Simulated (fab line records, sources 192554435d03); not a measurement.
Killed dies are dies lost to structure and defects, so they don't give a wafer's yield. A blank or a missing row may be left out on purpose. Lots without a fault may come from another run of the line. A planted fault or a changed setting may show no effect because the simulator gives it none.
Split-lot experiment | flow n5_finfet | 7 lots, 39 wafers read, on a route of 1938 steps

THE SPLIT
At N5_DUMMY_GATE_CVD_03 (deposits a-Si from SiH4, target thk 150 nm, time 8042 s), the setting target_thk_a was moved away from the recipe's 1500 angstrom on 30 of the 39 wafers read, by -49.1% to +24.3%. The other wafers ran this setting at the recipe's value.

The reading is taken at the split's own step.

THE READING
a-Si_of_DUMMY_GATE_CVD_03.thk_nm (the simulator's own value, which no gauge read), in nm, at N5_DUMMY_GATE_CVD_03 (deposits a-Si from SiH4, target thk 150 nm, time 8042 s). The file gives no usual value for it. The 9 wafers here that ran the recipe average 149.2 nm, standard deviation 1.1 nm.

wafer  | tool, chamber at the split | target_thk_a as run, angstrom | against the recipe | a-Si_of_DUMMY_GATE_CVD_03.thk_nm, nm | against lot-mates on the recipe
L080.1 | -, -                       | 1864                          | +24.3%             | 188.2                                | no lot-mate on the recipe
L080.2 | -, -                       | 1864                          | +24.3%             | 187.6                                | no lot-mate on the recipe
L080.5 | -, -                       | 1864                          | +24.3%             | 187.6                                | no lot-mate on the recipe
L080.3 | -, -                       | 1864                          | +24.3%             | 188                                  | no lot-mate on the recipe
L080.4 | -, -                       | 1864                          | +24.3%             | 188                                  | no lot-mate on the recipe
L080.6 | -, -                       | 1864                          | +24.3%             | 187.4                                | no lot-mate on the recipe
L083.1 | lpcvd-02, 0/40,0/45        | 1500                          | recipe             | 150.6                                | -
L083.2 | lpcvd-02, 0/40,0/45        | 1500                          | recipe             | 150.6                                | -
L083.4 | lpcvd-02, 0/54             | 1500                          | recipe             | 150.4                                | -
L087.1 | -, -                       | 899.4                         | -40.0%             | 91.8                                 | no lot-mate on the recipe
L087.2 | -, -                       | 899.4                         | -40.0%             | 92.2                                 | no lot-mate on the recipe
L087.5 | -, -                       | 899.4                         | -40.0%             | 92.2                                 | no lot-mate on the recipe
L087.3 | -, -                       | 899.4                         | -40.0%             | 91                                   | no lot-mate on the recipe
L087.4 | -, -                       | 899.4                         | -40.0%             | 90.6                                 | no lot-mate on the recipe
L087.6 | -, -                       | 899.4                         | -40.0%             | 91.2                                 | no lot-mate on the recipe
L088.1 | -, -                       | 982.4                         | -34.5%             | 96.6                                 | no lot-mate on the recipe
L088.2 | -, -                       | 982.4                         | -34.5%             | 96.2                                 | no lot-mate on the recipe
L088.3 | -, -                       | 982.4                         | -34.5%             | 95                                   | no lot-mate on the recipe
L088.4 | -, -                       | 982.4                         | -34.5%             | 95.4                                 | no lot-mate on the recipe
L088.5 | -, -                       | 982.4                         | -34.5%             | 97.6                                 | no lot-mate on the recipe
L088.6 | -, -                       | 982.4                         | -34.5%             | 96                                   | no lot-mate on the recipe
L089.1 | -, -                       | 763.6                         | -49.1%             | 77.4                                 | no lot-mate on the recipe
L089.2 | -, -                       | 763.6                         | -49.1%             | 76.2                                 | no lot-mate on the recipe
L089.3 | -, -                       | 763.6                         | -49.1%             | 76.6                                 | no lot-mate on the recipe
L089.5 | -, -                       | 763.6                         | -49.1%             | 76.6                                 | no lot-mate on the recipe
L089.4 | -, -                       | 763.6                         | -49.1%             | 77                                   | no lot-mate on the recipe
L089.6 | -, -                       | 763.6                         | -49.1%             | 76.8                                 | no lot-mate on the recipe
L092.1 | -, -                       | 954.7                         | -36.4%             | 95.6                                 | no lot-mate on the recipe
L092.2 | -, -                       | 954.7                         | -36.4%             | 95.6                                 | no lot-mate on the recipe
L092.4 | -, -                       | 954.7                         | -36.4%             | 95.6                                 | no lot-mate on the recipe
L092.3 | -, -                       | 954.7                         | -36.4%             | 95.4                                 | no lot-mate on the recipe
L092.5 | -, -                       | 954.7                         | -36.4%             | 96                                   | no lot-mate on the recipe
L092.6 | -, -                       | 954.7                         | -36.4%             | 94.4                                 | no lot-mate on the recipe
L093.1 | -, -                       | 1500                          | recipe             | 148.2                                | -
L093.2 | -, -                       | 1500                          | recipe             | 147                                  | -
L093.3 | -, -                       | 1500                          | recipe             | 148.8                                | -
L093.5 | -, -                       | 1500                          | recipe             | 148.8                                | -
L093.4 | -, -                       | 1500                          | recipe             | 149.4                                | -
L093.6 | -, -                       | 1500                          | recipe             | 149                                  | -
Where a row lists several chambers, the file gives one row for several wafers and doesn't say which wafer went through which chamber.

THE FIT
A straight line over all 39 wafers: a-Si_of_DUMMY_GATE_CVD_03.thk_nm changes by +1.51 nm for each +1% of target_thk_a; r = +1.00; the points scatter about the line by 1.5 nm.
Too few moved wafers have a lot-mate on the recipe to fit a line with each lot's own level taken away.

THE FILE'S OWN FIT
a-Si_of_DUMMY_GATE_CVD_03.thk_nm changes by +1.51 nm for each +1% of target_thk_a, r = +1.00.
